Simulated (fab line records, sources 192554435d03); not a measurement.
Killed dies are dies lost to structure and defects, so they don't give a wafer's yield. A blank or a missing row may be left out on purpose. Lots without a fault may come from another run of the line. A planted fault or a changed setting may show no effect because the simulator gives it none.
fab line records | flow n5_finfet | part 1 of 2: steps 1 to 5 of 6
record lots=11 wafers=30 last_day=19
route steps=1938 shown HKMG_FIN@413 BEOL_M4@1111 PASSIVATION@1936
lots that met no fault: from a run of the same line without faults
start_h: hours from the record's first day to the start of the lot's first wafer shown | wait_h: hours since the lot's step before | " the same as in the row above | L1.1+2: a row that stands for several wafers | - no value, or no start given | * or withheld: withheld | < > ~ a bound
route shown NAME@n: a module of which the file shows steps, and the number in the route of the first | usual: mean/standard deviation of fault-free wafers | same: alike in all rows | chamber/n: place in a boat | sites: the reading at each site | _std_site: their standard deviation | _edge_site: outer sites' mean less inner sites' | radius_mm: how far each site lies from the wafer's centre | mask NAME#n: copy n | behind: the tool/chamber that last shaped the wafer | hold: why the lot was held/for how many hours/how that ended | device: the transistor (n, p or np) that didn't switch | end of line: the same wafers' tests at the end of the route | a step without rows: its recipe alone | killed: dies lost to structure and defects at the first sort, not the wafer's yield | map: a wafer's dies, x killed, . not, _ none there
set.NAME: the setting as run; set.NAME@STEP: as run at that earlier step | model.NAME: the simulator's own value behind a step, which no gauge read
steps of the route over a sample of lots; a table a step, a row a wafer
services: from which hour (start_h, from the record's first day; less than 0 if before it) a tool's chamber was out of use, for how many hours, and why
## steps
# step N5_HKMG_FIN_CVD_62
# recipe material=a-Si target_thk_a=30 temp_c=500 precursor=Si2H6 pressure_torr=1 time_s=20.8
# usual heater_power_w=1509/100
# columns lot.wafer tool chamber start_h wait_h heater_power_w
L942.3 thermal_cvd_si-01 1 81.11 0.2 1544
L942.4 " 1 " " 1510
L943.1 thermal_cvd_si-02 0 95.24 0.2 1387
L943.5 " 0 " " 1388
L943.6 " 2 " " 1624
L947.1 thermal_cvd_si-02 0 112.18 0.2 1412
L947.3 " 1 " " 1484
L947.4 " 0 " " 1362
L948.1 thermal_cvd_si-01 1 120.14 0.2 1500
L948.2 " 0 " " 1417
L948.4 " 1 " " 1495
L949.2 thermal_cvd_si-02 2 121.72 0.2 1640
L949.5 " 1 " " 1536
L953.1 thermal_cvd_si-02 1 148.06 0.2 1452
L953.2 " 0 " " 1404
L953.4 " 2 " " 1586
L957.1 thermal_cvd_si-02 0 171.40 0.2 1334
L957.2 " 1 " " 1489
L957.4 " 2 " " 1592
L959.3 thermal_cvd_si-02 2 186.68 0.2 1591
L959.4 " 0 " " 1382
L959.5 " 2 " " 1625
L962.1 thermal_cvd_si-01 0 200.73 0.2 1397
L962.5 " 0 " " 1437
L962.6 " 2 " " 1683
L963.3 thermal_cvd_si-02 2 209.51 0.2 1565
L963.5 " 2 " " 1612
L963.6 " 1 " " 1524
L964.1 thermal_cvd_si-01 2 213.72 0.2 1706
L964.4 " 1 " " 1485
# step N5_HKMG_FIN_PWFM_ALD_03
# recipe material=TiN target_thk_a=20 temp_c=400 ald_precursor_family=TiCl4 ald_co_reactant=NH3 pulse_time_s=1 purge_time_s=3 co_reactant_purge_time_s=2 co_reactant_pulse_time_s=2 ald_cycles=91 pressure_torr=3
# usual ald_cycles=91/0 heater_power_w=853/59 precursor_pulse_height_rel=1.000/0.02
# columns lot.wafer tool chamber start_h wait_h ald_cycles heater_power_w precursor_pulse_height_rel
L942.3 ald_metal-04 0 81.84 0.0 91 835 0.998
L942.4 " 3 " " 91 900 0.993
L943.1 ald_metal-01 2 96.11 0.0 91 994 1.016
L943.5 " 1 " " 91 954 1.018
L943.6 " 0 " " 91 925 0.993
L947.1 ald_metal-04 2 112.99 0.0 91 891 1.010
L947.3 " 3 " " 91 914 0.996
L947.4 " 0 " " 91 833 1.005
L948.1 ald_metal-04 3 120.92 0.0 91 877 0.991
L948.2 " 1 " " 91 755 1.034
L948.4 " 0 " " 91 843 0.995
L949.2 ald_metal-02 3 122.52 0.0 91 766 1.004
L949.5 " 3 " " 91 802 0.979
L953.1 ald_metal-02 0 148.86 0.0 91 855 0.997
L953.2 " 3 " " 91 814 0.999
L953.4 " 1 " " 91 762 1.019
L957.1 ald_metal-02 3 172.24 0.0 91 800 0.985
L957.2 " 0 " " 91 862 0.989
L957.4 " 2 " " 91 864 0.982
L959.3 ald_metal-04 1 187.40 0.0 91 756 0.986
L959.4 " 2 " " 91 860 1.007
L959.5 " 3 " " 91 912 1.002
L962.1 ald_metal-04 1 201.45 0.0 91 743 1.009
L962.5 " 1 " " 91 754 1.039
L962.6 " 2 " " 91 855 1.003
L963.3 ald_metal-02 0 210.23 0.0 91 856 1.031
L963.5 " 1 " " 91 772 1.006
L963.6 " 0 " " 91 873 1.014
L964.1 ald_metal-04 1 214.46 0.0 91 747 0.992
L964.4 " 0 " " 91 838 0.985
# step N5_HKMG_FIN_ALD_91
# recipe material=TiN target_thk_a=10 temp_c=400 ald_precursor_family=TiCl4 ald_co_reactant=NH3 pulse_time_s=1 purge_time_s=3 co_reactant_purge_time_s=2 co_reactant_pulse_time_s=2 ald_cycles=47 pressure_torr=3
# usual ald_cycles=47/0 heater_power_w=865/65 precursor_pulse_height_rel=0.997/0.022
# columns lot.wafer tool chamber start_h wait_h ald_cycles heater_power_w precursor_pulse_height_rel
L942.3 ald_metal-01 3 83.62 0.1 47 835 0.968
L942.4 " 0 " " 47 933 1.022
L943.1 ald_metal-04 0 98.02 0.3 47 859 1.011
L943.5 " 0 " " 47 840 1.026
L943.6 " 3 " " 47 888 1.039
L947.1 ald_metal-01 3 114.78 0.3 47 843 0.975
L947.3 " 0 " " 47 903 1.017
L947.4 " 1 " " 47 949 1.018
L948.1 ald_metal-01 1 122.70 0.3 47 950 0.982
L948.2 " 2 " " 47 962 0.996
L948.4 " 3 " " 47 850 1.020
L949.2 ald_metal-04 2 124.43 0.3 47 887 1.012
L949.5 " 0 " " 47 864 0.982
L953.1 ald_metal-01 3 150.99 0.3 41 842 0.975
L953.2 " 0 " " 47 918 0.983
L953.4 " 2 " " 47 955 0.992
L957.1 ald_metal-01 1 174.02 0.3 41 953 1.019
L957.2 " 0 " " 47 889 0.967
L957.4 " 3 " " 47 839 1.024
L959.3 ald_metal-01 1 189.30 0.1 47 958 1.015
L959.4 " 3 " " 47 847 0.982
L959.5 " 0 " " 41 885 0.975
L962.1 ald_metal-02 3 203.39 0.3 47 806 0.988
L962.5 " 2 " " 47 871 0.982
L962.6 " 3 " " 47 816 1.007
L963.3 ald_metal-04 2 212.10 0.1 47 899 1.002
L963.5 " 2 " " 47 888 1.015
L963.6 " 1 " " 47 741 1.002
L964.1 ald_metal-04 0 216.37 0.3 47 850 0.966
L964.4 " 1 " " 47 757 1.016
# step N5_HKMG_FIN_ALD_71
# recipe material=TiN target_thk_a=10 temp_c=400 ald_precursor_family=TiCl4 ald_co_reactant=NH3 pulse_time_s=1 purge_time_s=3 co_reactant_purge_time_s=2 co_reactant_pulse_time_s=2 ald_cycles=47 pressure_torr=3
# usual ald_cycles=47/0 heater_power_w=866/63 precursor_pulse_height_rel=0.999/0.021
# columns lot.wafer tool chamber start_h wait_h ald_cycles heater_power_w precursor_pulse_height_rel
L942.3 ald_metal-02 1 84.69 0.0 47 752 1.004
L942.4 " 0 " " 47 847 1.028
L943.1 ald_metal-04 0 99.10 0.0 47 862 1.016
L943.5 " 3 " " 47 898 0.990
L943.6 " 2 " " 47 835 1.002
L947.1 ald_metal-04 0 116.02 0.0 47 853 1.018
L947.3 " 1 " " 47 745 0.983
L947.4 " 3 " " 47 896 1.002
L948.1 ald_metal-02 1 123.85 0.0 47 761 0.967
L948.2 " 2 " " 47 874 1.013
L948.4 " 0 " " 47 869 1.026
L949.2 ald_metal-04 1 125.50 0.0 47 761 1.022
L949.5 " 2 " " 47 887 1.060
L953.1 ald_metal-04 1 152.06 0.0 47 752 0.983
L953.2 " 2 " " 47 895 1.021
L953.4 " 0 " " 47 869 1.000
L957.1 ald_metal-02 0 175.09 0.0 47 858 1.004
L957.2 " 1 " " 47 770 0.974
L957.4 " 2 " " 47 880 1.003
L959.3 ald_metal-01 1 190.38 0.0 47 968 1.029
L959.4 " 2 " " 47 945 0.978
L959.5 " 0 " " 47 942 0.999
L962.1 ald_metal-04 2 204.47 0.0 47 878 1.026
L962.5 " 1 " " 47 735 0.994
L962.6 " 2 " " 47 910 1.011
L963.3 ald_metal-04 1 213.29 0.0 47 765 1.025
L963.5 " 2 " " 47 869 1.014
L963.6 " 3 " " 47 887 0.996
L964.1 ald_metal-04 2 217.45 0.0 47 858 1.016
L964.4 " 0 " " 47 841 0.966
# step N5_BEOL_M4_RC_MEAS_101
# usual DIBL_N=36.4/2.2 DIBL_P=36.3/2.5 IOFF_N=0.17/0.052 IOFF_N_85C=3.3/0.81 IOFF_N_LIN=0.076/0.016 IOFF_N_LONG=5.64e-05/2.3e-06 IOFF_P=0.23/0.049 ION_N=674/17 ION_P=464/11 SS_N=71.7/0.98 SS_P=73.3/0.84 VT_N=250/4 VT_N_LONG=274.4/1.7 VT_N_LVT=99/3.8 VT_P=-249/3.8
# columns lot.wafer tool chamber start_h wait_h DIBL_N[mV/V] DIBL_P[mV/V] IOFF_N[nA/um] IOFF_N_85C[nA/um] IOFF_N_LIN[nA/um] IOFF_N_LONG[nA/um] IOFF_P[nA/um] ION_N[uA/um] ION_P[uA/um] SS_N[mV/dec] SS_P[mV/dec] VT_N[mV] VT_N_LONG[mV] VT_N_LVT[mV] VT_P[mV]
L942.3 prober-01 0 186.41 0.3 36.5 36.3 0.15 3.1 0.075 5.51e-05 0.22 686 466 71.0 72.7 247 275.2 99 -249
L942.4 " 0 " " 34.8 33.8 0.11 2.3 0.053 5.4e-05 0.18 627 440 71.2 73.0 259 275.0 105 -257
L943.1 prober-02 0 239.10 0.0 37.6 38.8 0.21 3.9 0.093 5.76e-05 0.33 691 477 71.3 73.8 246 273.7 95 -242
L943.5 " 0 " " 36.1 35.6 0.16 3.1 0.074 5.75e-05 0.25 686 481 71.6 73.1 251 274.8 99 -244
L943.6 " 0 " " 33.2 33.2 0.12 2.4 0.058 5.61e-05 0.21 656 464 70.8 72.4 256 274.0 104 -247
L948.1 prober-02 0 247.49 0.0 35.6 35.1 0.13 2.7 0.062 5.31e-05 0.18 666 454 71.5 73.4 254 275.5 101 -254
L948.2 " 0 " " 37.0 36.9 0.18 3.4 0.079 5.45e-05 0.21 692 466 71.9 73.4 247 274.3 97 -249
L948.4 " 0 " " 36.9 38.0 0.17 3.4 0.077 5.33e-05 0.23 677 465 70.9 74.2 249 276.0 97 -249
L947.1 prober-02 0 248.98 0.0 38.3 38.9 0.21 3.9 0.094 5.78e-05 0.25 697 472 72.0 73.7 247 273.1 93 -249
L947.3 " 0 " " 39.6 38.2 0.22 4.1 0.094 5.75e-05 0.24 675 456 72.2 74.4 248 272.9 94 -250
L947.4 " 0 " " 35.8 33.9 0.17 3.3 0.071 5.78e-05 0.17 673 454 72.2 72.9 248 274.4 96 -252
L949.2 prober-01 0 259.32 0.2 34.4 35.8 0.15 2.8 0.069 5.42e-05 0.20 683 464 72.2 73.1 248 275.7 100 -250
L949.5 " 0 " " 34.4 36.2 0.14 2.7 0.063 5.25e-05 0.22 651 454 71.8 73.4 253 277.4 102 -252
L953.1 prober-02 0 276.14 0.0 37.1 35.1 0.35 6.0 0.111 8.56e-05 0.20 670 439 74.5 74.1 239 259.6 88 -254
L953.2 " 0 " " 38.0 39.1 0.22 4.0 0.097 5.81e-05 0.31 705 486 72.5 74.4 246 275.7 94 -243
L953.4 " 0 " " 34.6 33.3 0.14 2.8 0.065 5.85e-05 0.21 672 465 71.2 72.7 252 276.6 101 -248
L957.1 prober-01 0 321.84 0.0 38.8 38.8 0.41 6.8 0.178 8.92e-05 0.23 735 471 71.9 74.3 227 257.5 76 -247
L957.2 " 0 " " 38.0 36.3 0.21 3.9 0.076 5.62e-05 0.22 649 447 73.6 74.4 248 276.8 98 -251
L957.4 " 0 " " 38.1 37.9 0.20 3.7 0.089 5.73e-05 0.25 688 467 72.5 73.7 245 273.0 95 -247
L959.3 prober-02 0 323.89 0.3 38.8 39.7 0.20 3.9 0.093 5.46e-05 0.27 694 471 71.7 74.4 244 275.7 95 -250
L959.4 " 0 " " 33.4 32.7 0.10 2.2 0.052 5.5e-05 0.15 650 455 70.5 72.4 257 276.7 106 -254
L959.5 " 0 " " 33.9 33.5 0.19 3.7 0.097 8.41e-05 0.14 680 441 70.8 72.1 239 260.6 88 -257
L962.1 prober-02 0 331.96 0.0 35.2 34.1 0.15 2.9 0.069 5.89e-05 0.20 683 464 71.3 72.3 249 272.1 101 -251
L962.5 " 0 " " 35.0 34.6 0.14 2.8 0.066 5.73e-05 0.20 675 466 71.2 72.1 251 272.9 102 -250
L962.6 " 0 " " 36.6 36.3 0.17 3.2 0.076 5.82e-05 0.23 689 470 72.5 73.7 249 273.7 101 -249
L963.3 prober-01 0 348.84 0.3 35.3 35.1 0.15 3.0 0.073 5.99e-05 0.21 679 470 71.6 73.5 252 273.3 98 -248
L963.5 " 0 " " 37.2 37.3 0.19 3.5 0.083 5.99e-05 0.24 687 470 71.8 73.9 247 273.5 97 -249
L963.6 " 0 " " 32.0 30.7 0.11 2.3 0.058 5.93e-05 0.16 676 470 69.8 72.2 255 273.0 101 -253
L964.1 prober-01 0 349.46 0.7 33.5 34.5 0.12 2.4 0.059 5.64e-05 0.19 652 459 71.2 72.9 255 275.2 102 -249
L964.4 " 0 " " 34.1 34.9 0.14 2.7 0.067 5.73e-05 0.20 674 470 70.4 71.8 248 274.0 99 -249
## key
first_sign step=N5_HKMG_FIN_ALD_91 reading=ald_cycles direction=down sigmas=99+ usual=* struck=*
effect step=N5_BEOL_M4_RC_MEAS_101 reading=IOFF_N_LONG direction=up sigmas=13 usual=5.64e-05 struck=8.63e-05
effect step=N5_BEOL_M4_RC_MEAS_101 reading=VT_N_LONG direction=down sigmas=8.7 usual=274.4 struck=259.2
effect step=N5_BEOL_M4_RC_MEAS_101 reading=VT_N_LVT direction=down sigmas=3.9 usual=99 struck=84
effect step=N5_BEOL_M4_RC_MEAS_101 reading=VT_N direction=down sigmas=3.7 usual=250 struck=235
effect step=N5_BEOL_M4_RC_MEAS_101 reading=IOFF_N_LIN direction=up sigmas=3.4 usual=0.076 struck=0.129
effect step=N5_BEOL_M4_RC_MEAS_101 reading=IOFF_N direction=up sigmas=2.9 usual=0.17 struck=0.32 wafers_moved=2
effect step=N5_BEOL_M4_RC_MEAS_101 reading=IOFF_N_85C direction=up sigmas=2.8 usual=3.3 struck=5.5 wafers_moved=2
effect step=N5_PASSIVATION_PROBE_49 reading=killed_at_front_end direction=up sigmas=3.4 usual=38 struck=74 wafers_moved=2
more_kills_born_at N5_HKMG_FIN_ALD_91@ald_metal-01=94
met_at N5_HKMG_FIN_ALD_91
struck_lots L953,L957,L959
struck_wafers L953.1,L957.1,L959.5
baseline_loss step=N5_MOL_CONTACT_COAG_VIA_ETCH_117 wafers=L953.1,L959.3
baseline_loss step=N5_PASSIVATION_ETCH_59 wafers=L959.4
baseline_loss step=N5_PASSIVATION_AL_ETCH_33 wafers=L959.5
not_acting_at N5_HKMG_FIN_CVD_62,N5_HKMG_FIN_PWFM_ALD_03,N5_HKMG_FIN_ALD_71
onset_between 122.70 150.99
fault kind=process_parameter_drift tool=ald_metal-01 chamber=- onset_h=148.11 steps=N5_HKMG_FIN_ALD_91 channel=ald_cycles offset=* shape=step end_h=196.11 scope=struck_wafers_only acts_in=* stated=*
# baseline_loss: these wafers lose ten dies or more at that step, a loss of the line's own and not of a fault; the sort's usual values leave them out
